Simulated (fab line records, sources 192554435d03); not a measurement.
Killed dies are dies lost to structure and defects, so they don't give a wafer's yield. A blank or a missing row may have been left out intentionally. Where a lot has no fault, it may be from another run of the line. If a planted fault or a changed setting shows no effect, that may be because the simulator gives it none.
fab line records	flow n5-finfet
[record] lots = 24	wafers = 72	last-day = 20
route steps=1938 shown BEOL_M13@1700 BEOL_M14@1717 BEOL_M15@1787
lots that met no fault: taken from a fault-free run of the same line
start-h: hours from the record's first day to the start of the lot's first wafer shown	wait-h: hours since the lot's step before	" unchanged from the row above	L1.1+2: a row that stands for several wafers	- no value, or no start was given	* or withheld: withheld	< > ~ a bound
route shown NAME@n: names a module that has steps shown in the file, with the first one's number in the route	usual: mean/standard deviation of fault-free wafers	same: alike in all rows	chamber/n: place in a boat	sites: each site's reading	_std_site: standard deviation across them	_edge_site: the outer-site mean with the inner-site mean subtracted	radius-mm: for every site, how far away it sits from the centre of the wafer	mask NAME#n: copy n	behind: the last tool/chamber to shape the wafer	hold: the reason the lot was held/the length of the hold in hours/how it ended	device: transistor that didn't switch, given as n, p or np	end of line: tests of these same wafers at the route's end	a step with no rows: only its recipe	killed: dies lost to structure and defects at the first sort, not the wafer's yield	map: a wafer's dies, x killed, . not, _ none there
set.NAME: the setting the step ran with; set.NAME@STEP: the setting that earlier step ran with	model.NAME: the simulator's own value behind a step, which no gauge read
a sample of lots followed through the steps of the route, with each step as a table and each wafer as a row
services: the hour from which a tool's chamber was out of use, counted from the record's first day as start-h (under 0 if before that day), plus the number of hours and why
[[steps]]
[step N5_BEOL_M13_ETCH_38]
[recipe] chemistry = CF4/N2	target = SiCN	target-depth-a = 675	taper-deg = 2	time-s = 71.9	ion-energy-ev = 150	mask-material = SiO2	pressure-mtorr = 40	source-w = 430	bias-w = 70	Ar_flow_sccm = 100	cf4-flow-sccm = 60	n2-flow-sccm = 60
[usual] drypump-motor-current-A = 5.7/0.44	oes-product-au = 0.83/0.082	rf-vpp-V = 381.6/1.7	showerhead-plenum-p-Torr = 2.19/0.065	throttle-valve-pct = 15.45/0.17
[same] time-s = 71.9
lot.wafer	tool	chamber	start-h	wait-h	drypump-motor-current-A	oes-product-au	rf-hours-counter-h	rf-vpp-V	showerhead-plenum-p-Torr	throttle-valve-pct
L076.3	rie-diel-05	2	283.45	-	5.5	0.75	173	378.4	2.12	15.56
L076.4	"	1	"	"	5.9	0.85	85	384.1	2.32	15.65
L076.5	"	0	"	"	4.7	0.69	-	382.1	2.27	15.75
L078.1	rie-diel-01	1	304.17	-	6.2	0.71	238	383.4	2.25	15.44
L078.3	"	2	"	"	5.1	0.84	76	382.4	2.24	15.33
L078.5	"	2	"	"	5.1	0.83	-	383.2	2.24	15.32
L074.2	rie-diel-01	3	307.60	-	6.3	0.83	67	381.0	2.16	15.49
L074.3	"	2	"	"	5.1	0.83	78	383.8	2.24	15.34
L074.4	"	0	"	"	6.1	0.89	25	383.5	2.27	15.56
L077.3	rie-diel-04	0	307.60	-	5.8	0.95	5	380.5	2.17	15.33
L077.4	"	0	"	"	5.8	0.94	-	381.8	2.17	15.33
L077.5	"	1	"	"	5.8	0.80	-	380.5	2.13	15.47
L079.3	rie-diel-04	2	307.96	-	5.5	0.75	173	379.5	2.11	15.41
L079.4	"	2	"	"	5.5	0.74	-	378.8	2.11	15.40
L079.6	"	0	"	"	5.8	0.95	-	382.0	2.17	15.33
L080.2	rie-diel-04	1	312.66	-	5.7	0.80	104	379.7	2.13	15.48
L080.4	"	1	"	"	5.7	0.81	-	380.0	2.13	15.46
L080.6	"	0	"	"	5.8	0.93	-	380.2	2.17	15.33
L075.1	rie-diel-04	1	324.82	-	5.8	0.79	108	380.6	2.13	15.47
L075.4	"	2	"	"	5.5	0.73	-	379.9	2.11	15.41
L075.5	"	0	"	"	5.8	0.91	-	381.4	2.17	15.35
L081.2	rie-diel-04	2	327.67	-	5.5	0.73	179	380.4	2.11	15.41
L081.3	"	3	"	"	5.8	1.01	0	381.2	2.19	15.49
L081.5	"	1	"	"	5.7	0.80	-	381.0	2.13	15.49
L083.1	rie-diel-04	2	337.08	-	5.5	0.75	181	379.2	2.11	15.40
L083.2	"	1	"	"	5.8	0.80	111	380.2	2.13	15.50
L083.6	"	2	"	"	5.5	0.75	-	382.6	2.11	15.42
L082.1	rie-diel-01	0	343.43	-	6.1	0.87	37	381.6	2.26	15.59
L082.4	"	3	"	"	6.3	0.82	-	381.3	2.15	15.51
L082.6	"	0	"	"	6.2	0.87	-	384.8	2.26	15.59
L086.2	rie-diel-04	2	354.53	-	5.5	0.73	187	379.3	2.11	15.42
L086.3	"	3	"	"	5.8	0.96	9	380.8	2.19	15.49
L086.4	"	0	"	"	5.8	0.89	20	380.4	2.17	15.36
L084.2	rie-diel-05	0	360.16	-	4.7	0.68	249	385.3	2.27	15.78
L084.4	"	3	"	"	5.0	0.81	89	380.1	2.14	15.36
L084.5	"	2	"	"	5.5	0.74	-	379.1	2.11	15.60
L087.3	rie-diel-01	0	362.14	-	6.1	0.86	45	383.0	2.26	15.59
L087.4	"	2	"	"	5.1	0.80	-	383.4	2.23	15.37
L087.5	"	3	"	"	6.3	0.82	-	381.2	2.15	15.50
L085.1	rie-diel-05	2	366.82	-	5.5	0.73	196	379.8	2.11	15.59
L085.3	"	1	"	"	5.9	0.81	108	385.2	2.31	15.69
L085.6	"	3	"	"	5.0	0.81	-	380.4	2.14	15.35
L088.3	rie-diel-04	2	379.84	-	5.5	0.72	194	379.5	2.10	15.45
L088.5	"	1	"	"	5.7	0.78	-	381.7	2.12	15.52
L088.6	"	0	"	"	5.8	0.87	-	381.1	2.17	15.37
L089.1	rie-diel-05	2	381.01	-	5.5	0.73	202	381.1	2.11	15.62
L089.3	"	1	"	"	5.9	0.82	114	384.7	2.31	15.69
L089.4	"	2	"	"	5.5	0.73	-	380.7	2.11	15.62
L094.2	rie-diel-01	2	383.90	-	5.1	0.80	105	381.4	2.23	15.39
L094.3	"	3	"	"	6.4	0.81	94	380.5	2.15	15.54
L094.6	"	2	"	"	5.1	0.79	-	381.4	2.23	15.39
L091.3	rie-diel-01	3	384.12	-	6.3	0.81	94	382.3	2.15	15.53
L091.4	"	1	"	"	6.2	0.98	-	382.9	2.24	14.97
L091.5	"	3	"	"	6.3	0.80	-	379.8	2.15	15.54
L090.1	rie-diel-01	1	396.13	-	6.1	0.97	12	383.5	2.24	15.00
L090.2	"	0	"	"	6.2	0.84	53	384.1	2.26	15.60
L090.6	"	1	"	"	6.2	0.98	-	383.3	2.24	15.00
L092.1	rie-diel-05	0	398.69	-	4.7	0.97	8	383.0	2.26	15.29
L092.3	"	3	"	"	5.0	0.80	98	379.3	2.14	15.38
L092.6	"	1	"	"	5.9	0.80	-	386.1	2.31	15.73
L093.3	rie-diel-01	0	399.74	-	6.1	0.84	54	381.7	2.25	15.61
L093.5	"	1	"	"	6.1	0.97	-	382.2	2.24	15.00
L093.6	"	0	"	"	6.1	0.83	-	383.3	2.25	15.63
L095.1	rie-diel-04	0	430.20	-	5.8	0.87	36	382.2	2.16	15.38
L095.2	"	2	"	"	5.5	0.71	206	379.9	2.10	15.47
L095.3	"	1	"	"	5.7	0.77	142	379.9	2.12	15.55
L096.1	rie-diel-01	3	431.07	-	6.3	0.79	108	380.4	2.14	15.58
L096.2	"	0	"	"	6.1	0.82	63	382.8	2.25	15.61
L096.4	"	1	"	"	6.1	0.93	21	383.2	2.24	15.02
L097.3	rie-diel-05	1	451.19	-	5.9	0.78	138	385.2	2.30	15.76
L097.5	"	1	"	"	5.9	0.79	-	384.8	2.30	15.75
L097.6	"	2	"	"	5.5	0.70	-	379.0	2.10	15.66
[step N5_BEOL_M13_CMP_49]
[recipe] stop-on = SiOC	t-overpolish-s = 17.1	down-force-psi = 1	platen-rpm = 50	clearing-platen-down-force-psi = 1.5	clearing-platen-rpm = 50	post-cmp-clean = cu-alkaline	target-thk-nm = 420	clearing-platen-pad-velocity-m-s = 0.99484	pad-velocity-m-s = 0.99484
[usual] barrier-field-endpoint-s = 30.4/0.66	motor-current-A = 5.9/0.66	overpolish-run-s = 17.100/0.0092	slurry-filter-dp-kPa = 13.49/0.15
lot.wafer	tool	chamber	start-h	wait-h	barrier-field-endpoint-s	motor-current-A	overpolish-run-s	slurry-filter-dp-kPa
L076.4	cmp-04	3	285.04	0.1	31.8	7.1	17.085	13.31
L076.3	"	0	"	"	31.6	6.0	17.101	13.53
L076.5	"	0	"	"	30.8	5.8	17.081	13.77
L078.1	cmp-03	3	305.48	0.3	30.5	5.9	17.105	13.56
L078.3	"	0	"	"	30.7	5.9	17.097	13.40
L078.5	"	2	"	"	30.6	5.8	17.105	13.22
L074.3	cmp-04	2	308.88	0.2	30.9	6.5	17.091	13.52
L074.4	"	3	"	"	30.4	7.1	17.105	13.78
L074.2	"	0	"	"	30.7	6.1	17.093	13.69
L077.3	cmp-01	3	309.25	0.3	29.8	5.8	17.102	13.48
L077.4	"	0	"	"	29.5	6.9	17.093	13.63
L077.5	"	1	"	"	29.0	5.1	17.107	13.43
L079.3	cmp-01	2	309.56	0.2	30.4	7.7	17.101	13.34
L079.4	"	1	"	"	29.2	4.9	17.104	13.37
L079.6	"	2	"	"	29.6	7.6	17.117	13.33
L080.4	cmp-04	0	314.04	0.1	31.9	5.9	17.092	13.44
L080.2	"	2	"	"	31.8	6.3	17.101	13.46
L080.6	"	1	"	"	30.6	5.1	17.107	13.74
L075.4	cmp-04	2	326.36	0.1	30.6	5.7	17.107	13.58
L075.1	"	0	"	"	30.3	5.5	17.079	13.72
L075.5	"	2	"	"	30.5	5.8	17.105	13.50
L081.2	cmp-03	2	328.94	0.3	30.4	5.7	17.103	13.61
L081.3	"	3	"	"	31.6	6.1	17.085	13.42
L081.5	"	0	"	"	30.2	5.7	17.103	13.23
L083.2	cmp-03	3	338.22	0.3	31.0	5.9	17.102	13.48
L083.1	"	0	"	"	31.6	6.0	17.099	13.60
L083.6	"	1	"	"	31.3	5.2	17.119	13.51
L082.1	cmp-03	0	345.87	0.4	29.7	5.7	17.111	13.28
L082.4	"	1	"	"	31.3	5.5	17.106	13.30
L082.6	"	2	"	"	30.1	5.8	17.111	13.77
L086.4	cmp-04	3	355.70	0.1	30.2	7.3	17.089	13.66
L086.3	"	0	"	"	30.4	5.9	17.106	13.43
L086.2	"	2	"	"	30.9	6.1	17.097	13.42
L084.4	cmp-01	3	361.89	0.2	30.9	5.7	17.104	13.24
L084.2	"	0	"	"	30.2	6.9	17.107	13.52
L084.5	"	1	"	"	29.1	5.2	17.096	13.35
L087.3	cmp-04	2	363.16	0.2	30.9	6.2	17.107	13.44
L087.4	"	1	"	"	30.7	5.1	17.091	13.31
L087.5	"	3	"	"	30.6	6.8	17.105	13.30
L085.1	cmp-03	3	368.41	0.3	30.2	6.0	17.088	13.41
L085.3	"	0	"	"	29.9	5.9	17.115	13.51
L085.6	"	2	"	"	29.3	5.7	17.100	13.42
L088.3	cmp-04	3	381.02	0.3	29.8	6.7	17.097	13.57
L088.5	"	0	"	"	31.0	5.6	17.099	13.64
L088.6	"	1	"	"	30.1	5.2	17.094	13.58
L089.4	cmp-03	2	382.19	0.2	29.0	5.6	17.119	13.37
L089.3	"	3	"	"	29.6	6.0	17.081	13.45
L089.1	"	0	"	"	30.0	5.7	17.116	13.26
L094.3	cmp-03	2	385.10	0.2	30.0	5.6	17.093	13.40
L094.2	"	3	"	"	30.3	5.8	17.099	13.69
L094.6	"	2	"	"	29.9	5.8	17.117	13.67
L091.3	cmp-03	0	385.69	0.2	30.6	5.7	17.098	13.51
L091.4	"	2	"	"	31.0	5.7	17.107	13.67
L091.5	"	0	"	"	30.5	5.7	17.097	13.38
L090.1	cmp-04	1	397.50	0.3	31.1	4.9	17.100	13.40
L090.2	"	3	"	"	30.5	7.1	17.095	13.34
L090.6	"	1	"	"	30.5	5.0	17.106	13.39
L092.1	cmp-04	0	400.05	0.3	30.3	5.5	17.097	13.28
L092.3	"	2	"	"	31.3	5.9	17.110	13.48
L092.6	"	0	"	"	30.8	5.7	17.105	13.48
L093.3	cmp-04	3	401.15	0.3	30.8	6.9	17.096	13.57
L093.6	"	0	"	"	31.1	5.7	17.103	13.79
L093.5	"	1	"	"	29.9	5.3	17.095	13.50
L095.3	cmp-01	1	432.13	0.2	30.8	4.8	17.109	13.61
L095.1	"	2	"	"	31.5	7.2	17.110	13.72
L095.2	"	0	"	"	30.6	7.0	17.104	13.57
L096.4	cmp-03	2	432.37	0.1	29.5	5.8	17.086	13.52
L096.1	"	3	"	"	30.1	5.8	17.076	13.51
L096.2	"	1	"	"	29.3	5.5	17.077	13.32
L097.3	cmp-03	3	452.69	0.3	30.2	6.2	17.098	13.39
L097.6	"	0	"	"	30.2	5.6	17.095	13.36
L097.5	"	1	"	"	30.3	5.4	17.103	13.66
[step N5_BEOL_M14_THK_MEAS_01]
[recipe] reads = SiO2_of_BEOL_M14_ILD_DEP_00
[usual] M14_ILD_THK = 1120/14
lot.wafer	tool	chamber	start-h	wait-h	M14_ILD_THK[nm]
L076.3	film-metro-01	-	285.79	0.1	1125
L076.4	"	-	"	"	1110
L076.5	"	-	"	"	1137
L078.1	film-metro-02	-	306.12	0.1	1100
L078.3	"	-	"	"	1104
L078.5	"	-	"	"	1110
L074.2	film-metro-01	-	309.52	0.1	1118
L074.3	"	-	"	"	1101
L074.4	"	-	"	"	1132
L077.3	film-metro-02	-	309.85	0.1	1102
L077.4	"	-	"	"	1122
L077.5	"	-	"	"	1122
L079.3	film-metro-02	-	310.24	0.1	1137
L079.4	"	-	"	"	1143
L079.6	"	-	"	"	1140
L080.2	film-metro-01	-	314.75	0.1	1102
L080.4	"	-	"	"	1141
L080.6	"	-	"	"	1125
L075.1	film-metro-02	-	327.04	0.1	1114
L075.4	"	-	"	"	1146
L075.5	"	-	"	"	1132
L081.2	film-metro-01	-	329.54	0.1	1099
L081.3	"	-	"	"	1116
L081.5	"	-	"	"	1132
L083.1	film-metro-01	-	338.85	0.1	1124
L083.2	"	-	"	"	1107
L083.6	"	-	"	"	1140
L082.1	film-metro-02	-	346.50	0.1	1116
L082.4	"	-	"	"	1117
L082.6	"	-	"	"	1126
L086.2	film-metro-02	-	356.46	0.2	1109
L086.3	"	-	"	"	1125
L086.4	"	-	"	"	1113
L084.2	film-metro-01	-	362.56	0.2	1109
L084.4	"	-	"	"	1111
L084.5	"	-	"	"	1118
L087.3	film-metro-02	-	363.94	0.1	1138
L087.4	"	-	"	"	1145
L087.5	"	-	"	"	1132
L085.1	film-metro-01	-	369.02	0.1	1111
L085.3	"	-	"	"	1119
L085.6	"	-	"	"	1121
L088.3	film-metro-01	-	381.66	0.1	1145
L088.5	"	-	"	"	1147
L088.6	"	-	"	"	1119
L089.1	film-metro-02	-	382.86	0.1	1134
L089.3	"	-	"	"	1127
L089.4	"	-	"	"	1152
L094.2	film-metro-02	-	385.81	0.1	1096
L094.3	"	-	"	"	1116
L094.6	"	-	"	"	1122
L091.3	film-metro-01	-	386.33	0.1	1126
L091.4	"	-	"	"	1137
L091.5	"	-	"	"	1131
L090.1	film-metro-01	-	398.17	0.1	1106
L090.2	"	-	"	"	1112
L090.6	"	-	"	"	1132
L092.1	film-metro-01	-	400.83	0.2	1116
L092.3	"	-	"	"	1124
L092.6	"	-	"	"	1130
L093.3	film-metro-01	-	401.80	0.1	1128
L093.5	"	-	"	"	1127
L093.6	"	-	"	"	1153
L095.1	film-metro-02	-	432.81	0.1	1103
L095.2	"	-	"	"	1099
L095.3	"	-	"	"	1103
L096.1	film-metro-01	-	433.05	0.1	1101
L096.2	"	-	"	"	1107
L096.4	"	-	"	"	1116
L097.3	film-metro-02	-	453.25	0.1	1100
L097.5	"	-	"	"	1130
L097.6	"	-	"	"	1131
[step N5_BEOL_M14_INSPECT_12]
[recipe] mode = adi	inspect-instrument = macro
[usual] raw-defect-count = 1.8/1.2
lot.wafer	tool	chamber	start-h	wait-h	raw-defect-count
L076.3	defect-inspect-02	-	294.46	0.0	2
L076.4	"	-	"	"	1
L076.5	"	-	"	"	2
L078.1	defect-inspect-01	-	306.60	0.0	1
L078.3	"	-	"	"	6
L078.5	"	-	"	"	1
L074.2	defect-inspect-02	-	309.88	0.0	4
L074.3	"	-	"	"	3
L074.4	"	-	"	"	0
L077.3	defect-inspect-01	-	310.21	0.0	3
L077.4	"	-	"	"	2
L077.5	"	-	"	"	2
L079.3	defect-inspect-01	-	310.72	0.0	1
L079.4	"	-	"	"	1
L079.6	"	-	"	"	4
L080.2	defect-inspect-02	-	315.11	0.0	1
L080.4	"	-	"	"	1
L080.6	"	-	"	"	3
L075.1	defect-inspect-02	-	327.52	0.0	3
L075.4	"	-	"	"	2
L075.5	"	-	"	"	0
L081.2	defect-inspect-02	-	329.90	0.0	1
L081.3	"	-	"	"	4
L081.5	"	-	"	"	2
L083.1	defect-inspect-01	-	339.22	0.0	2
L083.2	"	-	"	"	2
L083.6	"	-	"	"	4
L082.1	defect-inspect-02	-	346.86	0.0	3
L082.4	"	-	"	"	1
L082.6	"	-	"	"	2
L086.2	defect-inspect-01	-	356.82	0.0	1
L086.3	"	-	"	"	2
L086.4	"	-	"	"	3
L084.2	defect-inspect-01	-	363.05	0.0	2
L084.4	"	-	"	"	0
L084.5	"	-	"	"	1
L087.3	defect-inspect-01	-	364.43	0.0	2
L087.4	"	-	"	"	1
L087.5	"	-	"	"	1
L085.1	defect-inspect-01	-	369.65	0.0	2
L085.3	"	-	"	"	1
L085.6	"	-	"	"	1
L088.3	defect-inspect-01	-	382.14	0.0	1
L088.5	"	-	"	"	1
L088.6	"	-	"	"	5
L089.1	defect-inspect-02	-	383.22	0.0	0
L089.3	"	-	"	"	3
L089.4	"	-	"	"	2
L094.2	defect-inspect-01	-	386.29	0.0	3
L094.3	"	-	"	"	1
L094.6	"	-	"	"	4
L091.3	defect-inspect-01	-	386.81	0.0	0
L091.4	"	-	"	"	2
L091.5	"	-	"	"	2
L090.1	defect-inspect-02	-	398.53	0.0	1
L090.2	"	-	"	"	3
L090.6	"	-	"	"	1
L092.1	defect-inspect-01	-	401.32	0.0	1
L092.3	"	-	"	"	5
L092.6	"	-	"	"	2
L093.3	defect-inspect-02	-	402.16	0.0	0
L093.5	"	-	"	"	2
L093.6	"	-	"	"	3
L095.1	defect-inspect-01	-	433.17	0.0	3
L095.2	"	-	"	"	1
L095.3	"	-	"	"	1
L096.1	defect-inspect-01	-	433.41	0.0	1
L096.2	"	-	"	"	1
L096.4	"	-	"	"	2
L097.3	defect-inspect-02	-	453.61	0.0	1
L097.5	"	-	"	"	0
L097.6	"	-	"	"	1
[step N5_BEOL_M14_DEP_53]
[recipe] material = SiCN	target-thk-a = 500	temp-c = withheld	precursor = 3MS/NH3	pressure-torr = 3	rf-w = 675	time-s = 17.8
[usual] showerhead-plenum-p-Torr = 4.15/0.031	showerhead-vpp-V = 1618/89	throttle-valve-pct = 18.0/0.83
[same] time-s = 17.8
lot.wafer	tool	chamber	start-h	wait-h	showerhead-plenum-p-Torr	showerhead-vpp-V	throttle-valve-pct
L076.3	pecvd-01	0	298.34	0.0	4.15	1564	18.9
L076.4	"	1	"	"	4.12	1568	17.2
L076.5	"	1	"	"	4.11	1570	16.9
L078.1	pecvd-04	2	314.86	0.0	4.15	1451	16.9
L078.3	"	1	"	"	4.18	1512	17.0
L078.5	"	1	"	"	4.18	1515	17.1
L074.2	pecvd-01	1	314.94	0.0	4.12	1572	17.0
L074.3	"	2	"	"	4.13	1818	17.6
L074.4	"	2	"	"	4.13	1771	17.8
L077.3	pecvd-02	2	315.18	0.0	4.10	1617	18.1
L077.4	"	0	"	"	4.17	1650	18.8
L077.5	"	0	"	"	4.18	1678	18.6
L079.3	pecvd-02	2	315.26	0.0	4.11	1628	18.6
L079.4	"	0	"	"	4.17	1643	18.9
L079.6	"	2	"	"	4.10	1617	18.4
L080.2	pecvd-04	0	319.90	0.0	4.16	1702	19.0
L080.4	"	2	"	"	4.15	1440	16.9
L080.6	"	1	"	"	4.19	1500	17.2
L075.1	pecvd-02	2	336.79	0.0	4.11	1614	18.6
L075.4	"	1	"	"	4.19	1671	17.6
L075.5	"	0	"	"	4.18	1635	19.0
L081.2	pecvd-02	2	338.23	0.0	4.12	1637	18.4
L081.3	"	0	"	"	4.18	1673	19.0
L081.5	"	0	"	"	4.17	1706	18.6
L083.1	pecvd-01	2	343.53	0.0	4.12	1777	17.6
L083.2	"	1	"	"	4.12	1586	17.0
L083.6	"	2	"	"	4.14	1793	17.6
L082.1	pecvd-02	1	351.13	0.0	4.19	1674	18.1
L082.4	"	1	"	"	4.20	1650	17.8
L082.6	"	0	"	"	4.17	1681	19.0
L086.2	pecvd-02	2	362.81	0.0	4.11	1614	18.2
L086.3	"	1	"	"	4.19	1645	18.0
L086.4	"	2	"	"	4.10	1611	18.2
L084.2	pecvd-01	1	368.12	0.0	4.11	1548	17.0
L084.4	"	0	"	"	4.17	1556	19.3
L084.5	"	2	"	"	4.12	1794	17.7
L087.3	pecvd-04	0	368.51	0.0	4.16	1707	16.9
L087.4	"	1	"	"	4.18	1517	17.1
L087.5	"	0	"	"	4.16	1714	17.1
L085.1	pecvd-02	1	373.24	0.0	4.19	1651	18.0
L085.3	"	1	"	"	4.20	1677	17.7
L085.6	"	2	"	"	4.10	1634	18.7
L088.3	pecvd-01	2	388.32	0.0	4.13	1768	17.8
L088.5	"	2	"	"	4.14	1778	17.7
L088.6	"	0	"	"	4.16	1574	19.2
L089.1	pecvd-04	0	389.10	0.0	4.16	1725	16.7
L089.3	"	2	"	"	4.14	1462	17.3
L089.4	"	1	"	"	4.17	1518	17.3
L094.2	pecvd-04	2	391.28	0.0	4.13	1458	17.3
L094.3	"	0	"	"	4.17	1708	16.6
L094.6	"	2	"	"	4.14	1468	17.1
L091.3	pecvd-02	1	392.28	0.0	4.18	1660	17.9
L091.4	"	2	"	"	4.11	1626	18.5
L091.5	"	2	"	"	4.11	1594	18.3
L090.1	pecvd-02	2	404.17	0.0	4.11	1598	18.6
L090.2	"	0	"	"	4.18	1666	18.8
L090.6	"	0	"	"	4.18	1654	18.8
L092.1	pecvd-04	2	409.19	0.0	4.14	1450	17.1
L092.3	"	0	"	"	4.17	1684	16.8
L092.6	"	0	"	"	4.16	1691	17.1
L093.3	pecvd-01	0	409.46	0.0	4.15	1584	19.3
L093.5	"	2	"	"	4.14	1793	17.7
L093.6	"	1	"	"	4.10	1593	17.0
L095.1	pecvd-01	2	438.73	0.0	4.13	1823	17.9
L095.2	"	0	"	"	4.16	1573	19.4
L095.3	"	1	"	"	4.10	1567	16.8
L096.1	pecvd-02	2	439.97	0.0	4.10	1621	18.9
L096.2	"	1	"	"	4.18	1685	17.1
L096.4	"	1	"	"	4.18	1691	16.9
L097.3	pecvd-04	0	457.76	0.0	4.15	1686	17.2
L097.5	"	2	"	"	4.15	1447	17.2
L097.6	"	0	"	"	4.16	1742	17.0
[step N5_BEOL_M15_ETCH_59]
[recipe] chemistry = N2/H2	target = BARC	target-depth-a = 890	overetch-a = 267	time-s = 67.9	ion-energy-ev = 200	pressure-mtorr = 30	source-w = 840	bias-w = 150	n2-flow-sccm = 200	h2-flow-sccm = 200
[usual] drypump-motor-current-A = 5.6/0.47	oes-product-au = 0.69/0.066	rf-vpp-V = 523.3/2.5	showerhead-plenum-p-Torr = 2.52/0.095	throttle-valve-pct = 17.93/0.19
[same] time-s = 67.9
lot.wafer	tool	chamber	start-h	wait-h	drypump-motor-current-A	oes-product-au	rf-hours-counter-h	rf-vpp-V	showerhead-plenum-p-Torr	throttle-valve-pct
L076.3	rie-diel-05	0	299.32	0.0	4.7	0.59	232	525.6	2.64	18.19
L076.4	"	1	"	"	5.9	0.70	88	527.0	2.68	18.22
L076.5	"	1	"	"	5.9	0.71	-	527.1	2.68	18.21
L078.1	rie-diel-01	1	315.80	0.0	6.2	0.58	243	525.3	2.60	17.94
L078.3	"	0	"	"	6.2	0.75	27	524.9	2.61	18.09
L078.5	"	1	"	"	6.2	0.58	-	525.2	2.60	17.95
L074.2	rie-diel-04	2	315.96	0.0	5.5	0.63	176	521.2	2.42	17.67
L074.3	"	0	"	"	5.8	0.80	8	522.1	2.51	17.87
L074.4	"	2	"	"	5.5	0.63	-	520.8	2.42	17.67
L077.3	rie-diel-05	3	316.12	0.0	5.0	0.70	77	521.3	2.46	17.81
L077.4	"	2	"	"	5.5	0.63	181	521.8	2.41	17.80
L077.5	"	1	"	"	5.9	0.70	-	527.2	2.68	18.21
L079.3	rie-diel-01	0	316.21	0.0	6.2	0.75	27	524.0	2.61	18.09
L079.4	"	1	"	"	6.2	0.58	243	526.5	2.60	17.97
L079.6	"	0	"	"	6.2	0.74	-	525.2	2.61	18.08
L080.2	rie-diel-01	0	320.71	0.0	6.2	0.73	30	525.9	2.61	18.09
L080.4	"	1	"	"	6.1	0.58	245	525.1	2.60	17.94
L080.6	"	0	"	"	6.1	0.73	-	525.5	2.61	18.09
L075.1	rie-diel-05	2	337.89	0.0	5.5	0.62	187	521.5	2.41	17.80
L075.4	"	3	"	"	5.0	0.69	83	521.5	2.46	17.86
L075.5	"	1	"	"	5.9	0.69	-	527.8	2.67	18.22
L081.2	rie-diel-04	0	339.16	0.0	5.8	0.78	15	522.1	2.50	17.92
L081.3	"	1	"	"	5.8	0.68	112	520.8	2.45	18.02
L081.5	"	2	"	"	5.5	0.63	-	521.4	2.42	17.68
L083.1	rie-diel-05	0	344.46	0.0	4.7	0.59	245	526.0	2.63	18.19
L083.2	"	1	"	"	5.9	0.70	102	527.7	2.67	18.23
L083.6	"	3	"	"	5.0	0.69	-	521.1	2.45	17.85
L082.1	rie-diel-04	1	352.06	0.0	5.8	0.67	116	522.4	2.45	18.00
L082.4	"	3	"	"	5.9	0.81	8	521.7	2.50	17.90
L082.6	"	1	"	"	5.7	0.68	-	520.9	2.45	18.02
L086.2	rie-diel-05	1	363.75	0.0	5.8	0.69	106	528.3	2.67	18.24
L086.3	"	2	"	"	5.5	0.62	194	522.1	2.40	17.82
L086.4	"	3	"	"	5.0	0.70	90	520.5	2.45	17.86
L084.2	rie-diel-05	3	369.73	0.0	5.0	0.68	93	521.6	2.45	17.84
L084.4	"	2	"	"	5.5	0.61	-	520.5	2.40	17.85
L084.5	"	3	"	"	4.9	0.68	-	522.7	2.45	17.84
L087.3	rie-diel-01	0	370.21	0.0	6.1	0.72	47	523.7	2.61	18.10
L087.4	"	1	"	"	6.1	0.83	2	525.0	2.60	17.52
L087.5	"	0	"	"	6.1	0.71	-	523.9	2.61	18.12
L085.1	rie-diel-04	2	374.18	0.0	5.5	0.63	193	520.0	2.41	17.69
L085.3	"	1	"	"	5.8	0.68	123	521.2	2.45	18.03
L085.6	"	2	"	"	5.5	0.62	-	519.1	2.41	17.70
L088.3	rie-diel-01	3	389.13	0.0	6.3	0.69	96	522.6	2.45	17.83
L088.5	"	3	"	"	6.3	0.70	-	521.0	2.45	17.82
L088.6	"	2	"	"	5.1	0.66	-	523.6	2.57	17.83
L089.1	rie-diel-04	3	390.11	0.0	5.8	0.77	19	523.0	2.50	17.92
L089.3	"	0	"	"	5.9	0.74	31	521.7	2.50	17.92
L089.4	"	1	"	"	5.8	0.67	127	522.8	2.45	18.03
L094.2	rie-diel-05	2	392.10	0.0	5.5	0.61	206	519.9	2.40	17.85
L094.3	"	0	"	"	4.7	0.82	5	526.5	2.63	17.78
L094.6	"	1	"	"	5.9	0.68	-	527.1	2.66	18.26
L091.3	rie-diel-05	1	393.09	0.0	5.9	0.68	119	527.8	2.66	18.26
L091.4	"	1	"	"	5.9	0.69	-	526.7	2.66	18.25
L091.5	"	0	"	"	4.7	0.82	-	526.1	2.63	17.78
L090.1	rie-diel-05	2	404.99	0.0	5.5	0.60	210	520.0	2.40	17.84
L090.2	"	1	"	"	5.9	0.68	123	526.3	2.66	18.26
L090.6	"	3	"	"	5.0	0.68	-	522.7	2.45	17.86
L092.1	rie-diel-05	2	409.99	0.0	5.5	0.61	212	520.6	2.40	17.86
L092.3	"	1	"	"	5.9	0.67	125	526.6	2.66	18.28
L092.6	"	3	"	"	5.0	0.68	-	520.9	2.45	17.87
L093.3	rie-diel-04	1	410.51	0.0	5.7	0.66	-	521.1	2.44	18.05
L093.5	"	1	"	"	5.8	0.66	-	521.6	2.44	18.05
L093.6	"	3	"	"	5.9	0.77	-	523.8	2.50	17.93
L095.1	rie-diel-01	2	439.67	0.0	5.1	0.66	119	523.1	2.57	17.83
L095.2	"	1	"	"	6.1	0.76	22	525.5	2.59	17.54
L095.3	"	3	"	"	6.3	0.68	109	521.5	2.44	17.83
L096.1	rie-diel-05	3	440.78	0.0	5.0	0.68	107	522.8	2.45	17.88
L096.2	"	2	"	"	5.5	0.60	222	521.9	2.39	17.86
L096.4	"	1	"	"	5.9	0.67	135	524.5	2.66	18.30
L097.3	rie-diel-04	1	458.69	0.0	5.8	0.65	151	521.2	2.44	18.08
L097.5	"	0	"	"	5.8	0.73	-	521.3	2.49	17.95
L097.6	"	3	"	"	5.8	0.75	-	520.5	2.49	17.96
[[services]]
tool	chamber	start-h	hours	kind
pecvd-01	-	266.95	2.8	pm
cmp-03	-	270.53	4.2	repair
pecvd-01	1	278.52	4.2	repair
pecvd-01	2	284.94	19.7	repair
pecvd-04	-	296.71	4.4	repair
rie-diel-01	0	301.70	3.2	repair
cmp-03	-	306.56	5.8	pm
cmp-01	-	316.18	0.9	repair
cmp-01	-	322.86	4.0	pm
cmp-03	-	338.77	7.0	repair
pecvd-02	0	355.07	39.7	repair
cmp-03	-	355.51	4.0	pm
rie-diel-01	0	378.42	9.6	repair
rie-diel-05	3	378.97	14.3	repair
rie-diel-05	0	379.15	1.6	repair
cmp-04	-	387.88	4.0	repair
rie-diel-04	0	399.11	26.0	repair
rie-diel-04	2	402.36	8.4	repair
cmp-04	-	412.46	0.5	repair
rie-diel-05	3	430.73	9.2	repair
cmp-04	-	431.51	15.2	pm
cmp-03	-	435.23	1.5	repair
cmp-04	-	448.13	4.0	pm
rie-diel-05	0	449.83	7.7	repair
[[key]]
fault none
